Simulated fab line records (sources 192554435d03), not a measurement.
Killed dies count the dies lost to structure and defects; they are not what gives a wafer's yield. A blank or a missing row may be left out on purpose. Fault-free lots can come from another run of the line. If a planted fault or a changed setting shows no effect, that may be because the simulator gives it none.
Split-lot study / flow n5Finfet / 7 lots, 21 wafers read, on a route of 1938 steps

## ON THE SPLIT
At N5_BEOL_M4_COAT_73 (time 60 s, resist thk 5 nm), the setting spinRpm was moved away from the recipe's 1500 rpm on 6 of the 21 wafers read, by -11.1% to +6.2%. All remaining wafers had this setting at the recipe value.

## FROM THE SPLIT TO THE READING: what the file shows between them, 3 steps
- N5_BEOL_M4_COAT_05: resist thk 30 nm
- N5_BEOL_M4_EBR_07
- N5_BEOL_M4_DESCUM_16: chemistry O2, time 7 s

## THE READING
etch.depthNm (the simulator's own value, which no gauge read), in nm, at N5_BEOL_M4_ETCH_74 (etches underlayer in N2/H2, target depth 6.5 nm, time 5.2 s). No usual value for it is given in the file. Across the 15 wafers here that went through the recipe, the average is 5.003 nm and the standard deviation 0.02 nm.

wafer=L082.1; tool, chamber at the split=lithoTrack-01, 0; spinRpm as run, rpm=1333; against the recipe=-11.1%; etch.depthNm, nm=5.317; against lot-mates on the recipe=+0.324
wafer=L082.2; tool, chamber at the split=lithoTrack-01, 0; spinRpm as run, rpm=1500; against the recipe=recipe; etch.depthNm, nm=4.994; against lot-mates on the recipe=-
wafer=L082.4; tool, chamber at the split=lithoTrack-01, 0; spinRpm as run, rpm=1500; against the recipe=recipe; etch.depthNm, nm=4.993; against lot-mates on the recipe=-
wafer=L077.2; tool, chamber at the split=lithoTrack-04, 0; spinRpm as run, rpm=1500; against the recipe=recipe; etch.depthNm, nm=5; against lot-mates on the recipe=-
wafer=L077.4; tool, chamber at the split=lithoTrack-04, 0; spinRpm as run, rpm=1500; against the recipe=recipe; etch.depthNm, nm=4.991; against lot-mates on the recipe=-
wafer=L077.5; tool, chamber at the split=lithoTrack-04, 0; spinRpm as run, rpm=1500; against the recipe=recipe; etch.depthNm, nm=4.989; against lot-mates on the recipe=-
wafer=L083.2; tool, chamber at the split=lithoTrack-01, 0; spinRpm as run, rpm=1500; against the recipe=recipe; etch.depthNm, nm=4.973; against lot-mates on the recipe=-
wafer=L083.4; tool, chamber at the split=lithoTrack-01, 0; spinRpm as run, rpm=1500; against the recipe=recipe; etch.depthNm, nm=4.979; against lot-mates on the recipe=-
wafer=L083.5; tool, chamber at the split=lithoTrack-01, 0; spinRpm as run, rpm=1500; against the recipe=recipe; etch.depthNm, nm=4.986; against lot-mates on the recipe=-
wafer=L086.1; tool, chamber at the split=lithoTrack-03, 0; spinRpm as run, rpm=1420; against the recipe=-5.3%; etch.depthNm, nm=5.172; against lot-mates on the recipe=+0.139
wafer=L086.3; tool, chamber at the split=lithoTrack-03, 0; spinRpm as run, rpm=1420; against the recipe=-5.3%; etch.depthNm, nm=5.176; against lot-mates on the recipe=+0.143
wafer=L086.5; tool, chamber at the split=lithoTrack-03, 0; spinRpm as run, rpm=1500; against the recipe=recipe; etch.depthNm, nm=5.033; against lot-mates on the recipe=-
wafer=L087.1; tool, chamber at the split=lithoTrack-03, 0; spinRpm as run, rpm=1500; against the recipe=recipe; etch.depthNm, nm=5.042; against lot-mates on the recipe=-
wafer=L087.2; tool, chamber at the split=lithoTrack-03, 0; spinRpm as run, rpm=1411; against the recipe=-5.9%; etch.depthNm, nm=5.202; against lot-mates on the recipe=+0.163
wafer=L087.4; tool, chamber at the split=lithoTrack-03, 0; spinRpm as run, rpm=1500; against the recipe=recipe; etch.depthNm, nm=5.035; against lot-mates on the recipe=-
wafer=L090.2; tool, chamber at the split=lithoTrack-01, 0; spinRpm as run, rpm=1500; against the recipe=recipe; etch.depthNm, nm=4.993; against lot-mates on the recipe=-
wafer=L090.3; tool, chamber at the split=lithoTrack-01, 0; spinRpm as run, rpm=1593; against the recipe=+6.2%; etch.depthNm, nm=4.836; against lot-mates on the recipe=-0.157
wafer=L090.5; tool, chamber at the split=lithoTrack-01, 0; spinRpm as run, rpm=1593; against the recipe=+6.2%; etch.depthNm, nm=4.85; against lot-mates on the recipe=-0.143
wafer=L092.1; tool, chamber at the split=lithoTrack-04, 0; spinRpm as run, rpm=1500; against the recipe=recipe; etch.depthNm, nm=5.018; against lot-mates on the recipe=-
wafer=L092.2; tool, chamber at the split=lithoTrack-04, 0; spinRpm as run, rpm=1500; against the recipe=recipe; etch.depthNm, nm=5.008; against lot-mates on the recipe=-
wafer=L092.4; tool, chamber at the split=lithoTrack-04, 0; spinRpm as run, rpm=1500; against the recipe=recipe; etch.depthNm, nm=5.01; against lot-mates on the recipe=-

THE FIT
A straight line over all 21 wafers: etch.depthNm changes by -0.0287 nm for each +1% of spinRpm; r = -0.98; the points scatter about the line by 0.02 nm.
The same after taking each lot's own level away (the mean of its wafers on the recipe; 21 wafers): -0.027 nm for each +1%; r = -1.00; scatter 0.0084 nm.
According to that fit, moving spinRpm by its largest amount changes the reading by 0.3 nm.
The lots' own levels span 4.9793 to 5.0385 nm, that is 2.9 times the standard deviation above.
So the lot-to-lot level changes the slope little: the two slopes agree.
Check: +0.287 nm against its lot-mates is what the line predicts for one of the wafers moved furthest among these (-11.1%) when that wafer is left out of the fit. It came out at +0.324 nm against them.

## THE FILE'S OWN FIT
etch.depthNm changes by -0.0277 nm for each +1% of spinRpm, r = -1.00.
